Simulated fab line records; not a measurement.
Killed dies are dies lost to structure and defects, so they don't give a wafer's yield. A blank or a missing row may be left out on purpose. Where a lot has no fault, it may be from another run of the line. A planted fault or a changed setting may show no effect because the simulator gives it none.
A lot that was struck, set against a sound lot ; flow n5Finfet ; 36 out of 1938 route steps
Sound: the wafers L226.2, L226.4, L226.6. Wafers struck: L211.1, L211.3, L211.5. Last of all comes the cause.
Order at every step that has rows: each side's tool, ch and its chambers, its first start. Under that, the readings that differ: sound wafers ; struck wafers ; difference of the means ; sigmas: that difference in standard deviations of wafers without a fault.
alike: words and numbers the same on both sides, and readings whose means are apart by under 2 such deviations; not compared: readings that were withheld, readings missing a value for some wafer, numbers with overlapping values and no deviation given by the record, and bounds like >300 which may hide the same value.
Wherever a step has rows on one side only, a row that says differs or no value, or a row with sigmas, the two part there. Numbers that have no deviation but don't overlap get no sigmas and don't part them. A reading that every wafer of one side lacks parts them only if that side has two wafers or more.

first, 11 steps without rows for these wafers: N5_BEOL_M14_VIA_ETCH_16 (etches SiO2 in C4F8/O2/Ar, target depth 1231.3 nm); N5_BEOL_M14_STRIP_63 (strips in O2); N5_BEOL_M14_STRIP_64 (strips in O2); N5_BEOL_M14_STRIP_71 (strips in post etch residue remover, time 60 s); N5_BEOL_M14_SRD_72 (time 30 s, dry time 30 s); N5_BEOL_M14_COAT_65 (time 60 s, resist thk 450 nm); N5_BEOL_M14_COAT_66 (time 60 s, resist thk 110 nm); N5_BEOL_M14_COAT_22 (resist thk 300 nm); N5_BEOL_M14_EBR_24; N5_BEOL_M14_SOFTBAKE_23 (time 60 s); N5_BEOL_M14_EXPOSE_25 (exposes mask M14, target cd 280 nm).
N5_BEOL_M14_PEB_26: peb time 90 s.
  sound on lithoTrack-01 ch 0, day 17 11:19; struck on lithoTrack-01 ch 0, day 13 03:25
reading;sound;struck;difference;sigmas
heaterPowerTotalW (W);172.7 172.7 171.8;165.8 166.1 166.0;-6.4;-8
plateTempC (C);130.11 130.04 130.16;126.00 125.95 125.88;-4.16;-28
then, 2 steps without rows for these wafers: N5_BEOL_M14_DEVELOP_27 (develop time 45 s); N5_BEOL_M14_HARDBAKE_32 (time 120 s).
N5_BEOL_M14_CD_MEAS_28 targets a cd of 284.4 nm.
  sound on cdSem-03 ch 0, day 17 11:26; struck on cdSem-01 ch 0, day 13 03:32
reading;sound;struck;difference;sigmas
cdNm (nm);281.9 282.5 283.6;265.5 264.2 265.7;-17.5;-13
N5_BEOL_M14_DESCUM_33: chemistry O2, time 7.9 s.
  sound on rieDiel-01 ch 0,2, day 17 11:31; struck on rieDiel-01 ch 0,2,3, day 13 03:37
reading;sound;struck;difference;sigmas
model.BEOL_M14.cdNm (nm);282 282.6 283.8;265.4 264 265.2;-17.9;
  alike: drypumpMotorCurrentA, oesProductAu, rfVppV, showerheadPlenumPTorr, throttleValvePct
  not compared: rfHoursCounterH
then, 6 steps without rows for these wafers: N5_BEOL_M14_ETCH_67 (etches SiARC in CF4, target depth 143 nm, time 238.3 s); N5_BEOL_M14_ETCH_68 (etches SOC in N2/H2, time 450 s); N5_BEOL_M14_STRIP_69 (strips in N2/H2); N5_BEOL_M14_TRENCH_ETCH_34 (etches SiO2 in C4F8/O2/Ar, target depth 556.65 nm, time 126.9 s); N5_BEOL_M14_STRIP_70 (strips in C4F8/O2/Ar); N5_BEOL_M14_STRIP_37 (strips in O2).
N5_BEOL_M14_ETCH_38: etches SiCN in CF4/N2, target depth 106.5 nm, time 120.6 s.
  sound on rieDiel-06 ch 1,2; struck on rieDiel-01 ch 0,1,2
reading;sound;struck;difference;sigmas
model.BEOL_M14.cdNm (nm);276.8 279.2 280.8;263.4 260.2 260.8;-17.5;
  alike: drypumpMotorCurrentA, oesProductAu, rfVppV, showerheadPlenumPTorr, throttleValvePct
  not compared: rfHoursCounterH
then, 12 steps without rows for these wafers: N5_BEOL_M14_PRECLEAN_39 (cleans in residue remover, time 60 s); N5_BEOL_M14_SRD_40 (time 30 s, dry time 30 s); N5_BEOL_M14_DEGAS_41 (time 60 s); N5_BEOL_M14_PRE_CLEAN_42 (time 30 s); N5_BEOL_M14_SPUTTER_43 (material TaN, target thk 15 nm, time 24.19 s); N5_BEOL_M14_SPUTTER_44 (material Ta, target thk 15 nm, time 24.19 s); N5_BEOL_M14_SPUTTER_45 (material Cu, target thk 100 nm, time 16.67 s); N5_BEOL_M14_ECD_47 (material Cu, target thk 1248 nm); N5_BEOL_M14_ANNEAL_48 (time 90 s); N5_BEOL_M14_CMP_49 (polishes, stops on SiO2, t overpolish 5.2 s, target thk 560 nm); N5_BEOL_M14_PRE_CLEAN_52 (time 15 s); N5_BEOL_M14_DEP_53 (deposits SiCN from 3MS/NH3, target thk 50 nm, time 17.8 s).
N5_BEOL_M15_RC_MEAS_101:
  sound on prober-02 ch 0, day 17 21:18; struck on prober-01 ch 0, day 13 16:47
reading;sound;struck;difference;sigmas
SERP_M12 (ohm/um);0.609 0.615 0.618;0.640 0.642 0.642;+0.027;+2
SERP_M14 (ohm/um);0.1634 0.1584 0.1559;0.1702 0.1807 0.1748;+0.0160;+6
SERP_M14_max_site (ohm/um);0.1667 0.1593 0.1567;0.1726 0.1822 0.1758;+0.0160;+6
  alike: etestTempC, COMB_M10, COMB_M11, COMB_M12, COMB_M13, COMB_M14, COMB_M15, COMB_M5, COMB_M6, COMB_M7, COMB_M8, COMB_M9, SERP_M10, SERP_M11, SERP_M13, SERP_M5, SERP_M6, SERP_M7, SERP_M8, SERP_M9

## WHERE THEY PART
At N5_BEOL_M14_PEB_26 first; at N5_BEOL_M15_RC_MEAS_101 last (within this record only).

WHY: the cause the simulator had injected
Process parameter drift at N5_BEOL_M14_PEB_26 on lithoTrack-01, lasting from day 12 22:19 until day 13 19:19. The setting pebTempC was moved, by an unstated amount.
